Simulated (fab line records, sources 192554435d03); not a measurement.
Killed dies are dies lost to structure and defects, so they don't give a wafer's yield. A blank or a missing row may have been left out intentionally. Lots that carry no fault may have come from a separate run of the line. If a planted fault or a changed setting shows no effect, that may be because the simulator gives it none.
Comparing a struck lot with a sound one ; flow n5 finfet ; 14 steps out of a route of 1938
Sound: the wafers L820.1, L820.4, L820.5. Wafers struck: L827.4, L827.5, L827.6. The cause comes at the end.
Per side, at each step with rows, come the tool, then ch with its chambers, and then its first start. Under that, the readings that differ: sound wafers ; struck wafers ; difference of the means ; sigmas: that difference in standard deviations of wafers without a fault.
alike: same words and numbers on both sides, and readings whose means sit less than 2 such deviations apart. not compared: any withheld reading, any reading some wafer has no value for, any bound like >300 that may hide the same value, and any number with overlapping values for which the record gives no deviation.
A row with sigmas, a row that says differs or no value, or rows on one side alone: a step with any of these is where the two part. Numbers that have no deviation but don't overlap get no sigmas and don't part them. Lack of a reading on every wafer of one side parts them only where that side has two or more wafers.

N5_BEOL_M9_STRIP_80: strips in N2/H2, time 10 s.
  sound on rie diel-04 ch 0,2,3; struck on rie diel-04 ch 2,3
  alike: drypump motor current A, oes product au, rf vpp V, showerhead plenum p Torr, throttle valve pct
  not compared: rf hours counter h
N5_BEOL_M9_OCD_MEAS_38:
  struck on ocd-02, day 17 19:25; sound on ocd-01, day 16 19:47
  alike: trench depth nm
then, 4 steps without rows for these wafers: N5_BEOL_M9_HM_STRIP_39 (strips TiN in peroxide tin strip, target depth 25 nm, time 158 s); N5_BEOL_M9_SRD_40 (time 30 s); N5_BEOL_M9_PRECLEAN_42 (cleans in residue remover, time 60 s); N5_BEOL_M9_SRD_43 (time 30 s).
N5_BEOL_M9_CD_MEAS_35: target cd 70 nm, target cd y 40 nm.
  struck on cd sem-01, day 17 19:34; sound on cd sem-01, day 16 19:56
  alike: cd nm
N5_BEOL_M9_CURE_72: cures SiCOH lowk, time 120 s.
  sound on uv cure-03 ch 2, day 16 19:59; struck on uv cure-02 ch 1, day 17 19:55
  alike: lamp power pct, wafer_temp_C_max
then, 1 step without rows for these wafers: N5_BEOL_M9_DEGAS_44 (time 60 s).
N5_BEOL_M9_PRE_CLEAN_45: time 30 s.
  struck on pvd sputter-01, day 17 20:11; sound on pvd sputter-01, day 16 20:49
  alike: heater power w
N5_BEOL_M9_ALD_74: deposits TaN, target thk 2 nm, pulse time 2 s, purge time 3 s.
  sound on ald metal-03 ch 0,1,3, day 16 21:07; struck on ald metal-03 ch 0,2,3, day 17 20:22
  alike: heater power w, precursor vessel carrier sccm, precursor vessel pressure torr
next, for these wafers, 1 step has no rows: N5_BEOL_M9_SURFACE_TREAT_79.
N5_BEOL_M9_CVD_78: deposits Co from CCTBA/H2, target thk 2 nm, time 138.9 s.
  sound on cvd co-02 ch 1,2, day 16 21:59; struck on cvd co-02 ch 0,1,2, day 17 20:50
reading;sound;struck;difference;sigmas
run length s (s);162.2 162.0 161.7;118.2 119.3 119.2;-43.1;-72
N5_BEOL_M9_SPUTTER_48: material Cu, target thk 12 nm, time 2 s.
  struck on pvd sputter-02, day 17 21:01; sound on pvd sputter-03, day 16 22:08
  alike: chamber pressure pa, throttle valve pct

WHERE THEY PART
N5_BEOL_M9_CVD_78 only, going by this record. Later steps at which nothing parts them and some readings are alike: N5_BEOL_M9_SPUTTER_48.

WHY: what the simulator had put in
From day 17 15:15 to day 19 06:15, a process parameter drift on cvd co-02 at N5_BEOL_M9_CVD_78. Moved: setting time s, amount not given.
